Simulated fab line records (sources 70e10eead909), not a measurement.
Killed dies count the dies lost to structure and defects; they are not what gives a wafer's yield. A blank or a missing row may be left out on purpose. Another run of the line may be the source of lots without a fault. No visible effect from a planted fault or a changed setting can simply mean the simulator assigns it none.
Code-filled problem report in 8D (eight disciplines) form / flow nandHarc / the parts of the form that need people (team, actions taken, sign-off) are left out

## 1. THE PROBLEM
At NHARC_THIN_TSV_ETCH_36, runLengthS averages 34.4 s over 2 wafers from 2 lots, while fault-free wafers read 40.0 s, standard deviation 0.38. That is -15 standard deviations from the usual mean.
The step: etches the open film in Cl2/BCl3, target depth 65 nm, time 18.571 s.
Earliest sighting: wafer L439.4 on rieMetal-03 at day 30 09:55. Wafers with a number at this step in the record: 38, from 13 lots. Rule for "out" (also "out of limits"): further than 4 standard deviations from the usual mean. All remaining wafers that have a number are taken as sound.

## 2. WHAT THIS IS AND IS NOT
question=which readings at this step | is=runLengthS | is not=drypumpMotorCurrentA, oesProductAu
question=which lots | is=L439, L444 | is not=L426, L427, L428, L429, L430, L431, L432, L435, L445, L447, L448
question=which wafers of those lots | is=L439.4, L444.4 | is not=L439.1, L439.5, L444.3
question=read on which tools | is=rieMetal-03 | is not=rieMetal-01, rieMetal-02
question=when | is=from day 30 09:55 | is not=up to then (26 sound wafers); but 10 sound wafers of L444, L445, L447, L448 came after

## 3. THE SUSPECTS, EACH WITH WHAT RULES IT OUT
Counting: any tool at a process step up to the reading remains a suspect provided it ran every lot that is out. Sound lots after the first of them don't rule it out here, since some wafers of a struck lot are sound.
- rieMetal-03 at NHARC_THIN_TSV_ETCH_36 (etches the open film in Cl2/BCl3, target depth 65 nm, time 18.571 s): kept. Ran every lot that is out, first one L439 (day 30 09:55); last sound lot up to then L429 (day 25 14:31). Out on those wafers are its own readings of runLengthS.
- Within rieMetal-03 at NHARC_THIN_TSV_ETCH_36, the wafers that are out were processed in chamber 1 and their sound lot-mates in chamber 0.
Remaining after the count: rieMetal-03 at NHARC_THIN_TSV_ETCH_36.

## 4. THE CAUSE (what the simulator had put in)
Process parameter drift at NHARC_THIN_TSV_ETCH_36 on rieMetal-03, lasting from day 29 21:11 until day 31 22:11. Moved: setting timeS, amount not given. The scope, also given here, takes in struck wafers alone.
This tool alone remained once counting was done.

## 5. SEQUENCE OF EFFECTS, ordered by route
Each row: a reading where the mean over the struck wafers with a number is more than 3 standard deviations away from the usual. Only readings for which the record gives a usual standard deviation are gone through. hours: the time from each lot's start at the first step in this table that gives one to its start at this step, as a median over the lots. sigmas: the change in usual standard deviations.
hours=0; step=NHARC_THIN_TSV_ETCH_36; reading=runLengthS; usual=40.0 s; on struck wafers=34.4; change=-5.6; sigmas=-15
Its process steps:
- NHARC_THIN_TSV_ETCH_36: etches the open film in Cl2/BCl3, target depth 65 nm, time 18.571 s.
At these later measuring or inspecting steps, every struck wafer for which the step has a row has a number for every such reading, and none has moved that far: NHARC_END_SORT_01.

## 6. HOW IT WOULD HAVE BEEN CAUGHT EARLIER
In this record the first reading out of limits was taken at day 30 09:55, 13 hours after the fault began at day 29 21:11.
